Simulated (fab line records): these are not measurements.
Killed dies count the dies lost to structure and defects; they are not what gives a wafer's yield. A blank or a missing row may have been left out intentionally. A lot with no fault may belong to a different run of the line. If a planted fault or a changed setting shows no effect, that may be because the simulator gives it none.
8D (eight disciplines) problem report, filled in by code	flow nand_harc	the parts of the form that need people (team, actions taken, sign-off) are left out

## 1. THE PROBLEM
thk_nm at NHARC_A_ONON_D1_THK_MEAS_30 reads a mean of 583 nm on 6 wafers of 2 lots; wafers without a fault read 1001 nm with a standard deviation of 10. Measured from the usual mean, that is -42 standard deviations.
The step: measures by ellipsometry.
Seen first at day 11 23:46 on film_metro-02, wafer L594.3. At this step, 39 wafers from 13 lots have a number in the record. By rule, "out" or "out of limits" means more than 4 standard deviations away from the usual mean. The rest of the wafers with a number are treated as sound.

## 2. WHAT IT IS, AND WHAT IT ISN'T
question	is	is not
which readings at this step	thk_nm	-
which lots	L594, L599	L578, L580, L581, L583, L586, L587, L589, L590, L591, L600, L601
which wafers of those lots	all that have a number	-
read on which gauges	film_metro-02	film_metro-01
when	from day 11 23:46	up to then (27 sound wafers); but 6 sound wafers of L600, L601 came after

## 3. WHAT RULES OUT EACH SUSPECT
Counting: any tool at a process step up to the reading is kept as a suspect provided that every lot that is out went through it and no sound lot did after the first of them.
- the gauge at NHARC_A_ONON_D1_THK_MEAS_30 has been ruled out. All the wafers that are out were read on film_metro-02, but those of them that NHARC_END_SORT_01 has rows for are out there too, on other tools.
- pecvd_onon-02 at NHARC_A_ONON_D1_DEP_28 (target thk 1000 nm): kept. Every lot that is out went through it, starting with L594 (day 11 23:23), and after that it ran no sound lot; the last sound lot it ran before then is L590 (day 11 02:39).
Remaining after the count: pecvd_onon-02 at NHARC_A_ONON_D1_DEP_28.

## 4. THE CAUSE (what the simulator had put in)
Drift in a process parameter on pecvd_onon-02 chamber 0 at NHARC_A_ONON_D1_DEP_28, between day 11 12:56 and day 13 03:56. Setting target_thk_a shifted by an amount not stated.
This tool alone remained once counting was done.

## 5. THE EFFECT CHAIN, in route order
Each row: a reading whose mean over the struck wafers that have a number lies more than 3 standard deviations from the usual. Readings are gone through only where the record gives a usual standard deviation; hours: the median, over the lots, of the time from a lot's start at the first step in this table giving one to that lot's start at this step; sigmas: the change measured in usual standard deviations.
hours	step	reading	usual	on struck wafers	change	sigmas
0	NHARC_A_ONON_D1_THK_MEAS_30	thk_nm	1001 nm	583	-418	-42
297	NHARC_END_SORT_01	killed_at_array	28	674	+646	+71
297	NHARC_END_SORT_01	killed_dies	32	677	+645	+72

## 6. WHAT WOULD HAVE CAUGHT IT SOONER
The first out-of-limits reading at a measuring or inspecting step in this record came at day 11 23:46, 11 hours after the fault's start at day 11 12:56.
An alarm limit of 4 standard deviations would not have fired on the tool readings at NHARC_A_ONON_D1_DEP_28 for which the record gives a usual standard deviation, since none of them was out on any struck wafer.
Of the lots that are out (2), L599 began NHARC_A_ONON_D1_DEP_28 on pecvd_onon-02 after day 11 23:46. A hold on the tool at that time would have spared it.
